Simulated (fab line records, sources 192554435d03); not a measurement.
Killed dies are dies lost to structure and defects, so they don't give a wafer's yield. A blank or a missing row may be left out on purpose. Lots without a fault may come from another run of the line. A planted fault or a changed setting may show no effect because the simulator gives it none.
Split-lot experiment | flow n5_finfet | 7 lots, 21 wafers read, on a route of 1938 steps

THE SPLIT
At N5_WELL_APT_COAT_02 (resist thk 950 nm), the setting spin_rpm was moved away from the recipe's 1357 rpm on 7 of the 21 wafers read, by -10.7% to +5.5%. The other wafers ran this setting at the recipe's value.

The file shows no step between the split and the reading.

THE READING
coat_of_WELL_APT_COAT_02.thk_nm (the simulator's own value, which no gauge read), in nm, at N5_WELL_APT_DESCUM_13 (chemistry O2, time 7.9 s). The file gives no usual value for it. The 14 wafers here that ran the recipe average 932.4 nm, standard deviation 2.4 nm.

wafer  | tool, chamber at the split | spin_rpm as run, rpm | against the recipe | coat_of_WELL_APT_COAT_02.thk_nm, nm | against lot-mates on the recipe
L074.1 | litho_track-02, 0          | 1357                 | recipe             | 927.4                               | -
L074.2 | litho_track-02, 0          | 1296                 | -4.5%              | 949                                 | +21.6
L074.5 | litho_track-02, 0          | 1296                 | -4.5%              | 948.2                               | +20.8
L081.1 | litho_track-02, 0          | 1357                 | recipe             | 934.2                               | -
L081.5 | litho_track-02, 0          | 1357                 | recipe             | 934.5                               | -
L081.6 | litho_track-02, 0          | 1357                 | recipe             | 935                                 | -
L089.3 | litho_track-02, 0          | 1357                 | recipe             | 930.4                               | -
L089.5 | litho_track-02, 0          | 1357                 | recipe             | 931.3                               | -
L089.6 | litho_track-02, 0          | 1357                 | recipe             | 928.6                               | -
L090.1 | litho_track-01, 0          | 1357                 | recipe             | 934.3                               | -
L090.2 | litho_track-01, 0          | 1250                 | -7.9%              | 972.7                               | +39.0
L090.4 | litho_track-01, 0          | 1357                 | recipe             | 933.1                               | -
L091.2 | litho_track-01, 0          | 1357                 | recipe             | 930.8                               | -
L091.3 | litho_track-01, 0          | 1212                 | -10.7%             | 986                                 | +55.4
L091.4 | litho_track-01, 0          | 1357                 | recipe             | 930.5                               | -
L093.1 | litho_track-02, 0          | 1357                 | recipe             | 934.7                               | -
L093.3 | litho_track-02, 0          | 1357                 | recipe             | 933.8                               | -
L093.4 | litho_track-02, 0          | 1431                 | +5.5%              | 909.5                               | -24.8
L096.2 | litho_track-04, 0          | 1357                 | recipe             | 935.1                               | -
L096.3 | litho_track-04, 0          | 1432                 | +5.5%              | 909.3                               | -25.8
L096.5 | litho_track-04, 0          | 1432                 | +5.5%              | 909.8                               | -25.3

THE FIT
A straight line over all 21 wafers: coat_of_WELL_APT_COAT_02.thk_nm changes by -4.58 nm for each +1% of spin_rpm; r = -0.99; the points scatter about the line by 3 nm.
The same after taking each lot's own level away (the mean of its wafers on the recipe; 21 wafers): -4.89 nm for each +1%; r = -1.00; scatter 1.1 nm.
On that fit, the largest move of spin_rpm shifts the reading by 52 nm.
The lots' own levels span 927.40 to 935.10 nm, that is 3.1 times the standard deviation above.
So the lot-to-lot level changes the slope little: the two slopes agree.
Check: with one of the wafers moved furthest among these (-10.7%) left out of the fit, the line predicts +50.8 nm for it against its lot-mates. It came out at +55.4 nm against them.

THE WHOLE CHAIN: every reading that the file lists as answering this split, in the file's order
step                  | what it does             | reading                                                                          | change (the file's fit)              | r (the file's)
N5_WELL_APT_COAT_02   | resist thk 950 nm        | coat_of_WELL_APT_COAT_02.thk_nm (the simulator's own value, which no gauge read) | -4.93 nm for each +1% of the setting | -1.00
N5_WELL_APT_DESCUM_13 | chemistry O2, time 7.9 s | coat_of_WELL_APT_COAT_02.thk_nm (the simulator's own value, which no gauge read) | -4.95 nm for each +1% of the setting | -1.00

THE FILE'S OWN FIT
coat_of_WELL_APT_COAT_02.thk_nm changes by -4.95 nm for each +1% of spin_rpm, r = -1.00.
